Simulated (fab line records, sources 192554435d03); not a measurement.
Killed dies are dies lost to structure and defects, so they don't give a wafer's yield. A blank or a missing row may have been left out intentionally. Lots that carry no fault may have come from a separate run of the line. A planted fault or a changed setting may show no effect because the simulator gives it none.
Comparing a struck lot with a sound one | flow n5 finfet | 16 out of 1938 route steps
Sound: the wafers L764.4, L764.5, L764.6. Struck: wafers L767.1, L767.2, L767.5. Last of all comes the cause.
For every step that has rows: the tool of each side, followed by ch and its chambers, followed by its first start. Under that, the readings that differ: sound wafers | struck wafers | difference of the means | sigmas: that difference in standard deviations of wafers without a fault.
alike: same words and numbers on both sides, and readings whose means sit less than 2 such deviations apart. not compared: any withheld reading, any reading some wafer has no value for, any bound like >300 that may hide the same value, and any number with overlapping values for which the record gives no deviation.
Wherever a step has rows on one side only, a row that says differs or no value, or a row with sigmas, the two part there. Numbers that don't overlap but have no deviation are shown without sigmas and don't part them. A reading that every wafer of one side lacks parts them only if that side has two wafers or more.

first, 8 steps without rows for these wafers: N5_BEOL_M12_COAT_58 (time 60 s, resist thk 89 nm); N5_BEOL_M12_COAT_04 (resist thk 400 nm); N5_BEOL_M12_EBR_06; N5_BEOL_M12_SOFTBAKE_05 (time 60 s); N5_BEOL_M12_EXPOSE_07 (exposes mask V11); N5_BEOL_M12_PEB_08 (peb time 90 s); N5_BEOL_M12_DEVELOP_09 (develop time 45 s); N5_BEOL_M12_HARDBAKE_14 (time 120 s).
N5_BEOL_M12_CD_MEAS_10: the cd target is 140 nm.
  sound on cd sem-03 ch 0, day 13 04:57; struck on cd sem-02 ch 0, day 13 15:35
  alike: cd nm
N5_BEOL_M12_OVL_MEAS_11:
  sound on overlay-01 ch 0, day 13 04:58; struck on overlay-02 ch 0, day 13 15:37
  alike: V11_OVL
N5_BEOL_M12_INSPECT_12: inspects for defects (macro).
  struck on defect inspect-01, day 13 15:38; sound on defect inspect-02, day 13 05:00
  alike: raw defect count
N5_BEOL_M12_DESCUM_15: chemistry O2, time 7.9 s.
  sound on rie diel-04 ch 0,2,3, day 13 05:29; struck on rie diel-04 ch 0,2,3, day 13 15:44
  alike: drypump motor current A, oes product au, rf vpp V, showerhead plenum p Torr, throttle valve pct
  not compared: rf hours counter h
N5_BEOL_M12_ETCH_59: etches BARC in N2/H2, target depth 89 nm, overetch 26.7 nm, time 67.9 s.
  sound on rie diel-04 ch 0,2,3, day 13 05:32; struck on rie diel-04 ch 0,2,3, day 13 15:46
  no value came back on the struck wafers for any of 7 readings (bias w (W), chamber pressure mTorr (mTorr) and others); on the sound wafers bias w (W) reads 149.8 150.0 150.4
  reading                                    | sound             | struck            | difference | sigmas
  model.coat_of_BEOL_M12_COAT_04.thk nm (nm) | 319.6 318.4 317.6 | 383.4 384.2 383.6 | +65.2      |
  not compared: rf hours counter h
N5_BEOL_M12_VIA_ETCH_16: etches SiOC in C4F8/O2/Ar, target depth 724.8 nm.
  sound on rie diel-04 ch 0,2,3, day 13 05:39; struck on rie diel-04 ch 0,2,3, day 13 15:49
  reading                                    | sound             | struck          | difference | sigmas
  model.coat_of_BEOL_M12_COAT_04.thk nm (nm) | 125.8 121.8 121.2 | 190.4 196 189.6 | +69.1      |
  alike: C4F8_flow_sccm, O2_flow_sccm, drypump motor current A, oes product au, rf vpp V, showerhead plenum p Torr, throttle valve pct
N5_BEOL_M12_STRIP_63: strips in N2/H2.
  sound on plasma asher-02 ch 0,1, day 13 05:47; struck on plasma asher-01 ch 0,1, day 13 16:01
  reading                      | sound             | struck            | difference | sigmas
  oes product au (a.u.)        | 0.689 0.687 0.695 | 0.759 0.767 0.744 | +0.066     | +16
  strip time to endpoint s (s) | 43.2 42.1 42.0    | 60.2 61.6 60.0    | +18.2      | +20
  alike: drypump motor current A, heater power w
  not compared: rf hours counter h
N5_BEOL_M12_STRIP_64: strips in N2/H2.
  sound on plasma asher-02 ch 0,1, day 13 05:50; struck on plasma asher-01 ch 0,1, day 13 16:05
  reading            | sound       | struck      | difference | sigmas
  heater power w (W) | 406 389 361 | 312 335 320 | -63        | -2
  alike: drypump motor current A, oes product au, strip time to endpoint s
  not compared: rf hours counter h

WHERE THEY PART
First at N5_BEOL_M12_ETCH_59; last, within this record, at N5_BEOL_M12_STRIP_64.

WHY: the cause the simulator had injected
Skipped step whole: rie diel-04, from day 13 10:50 on, at N5_BEOL_M12_ETCH_59. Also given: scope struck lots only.
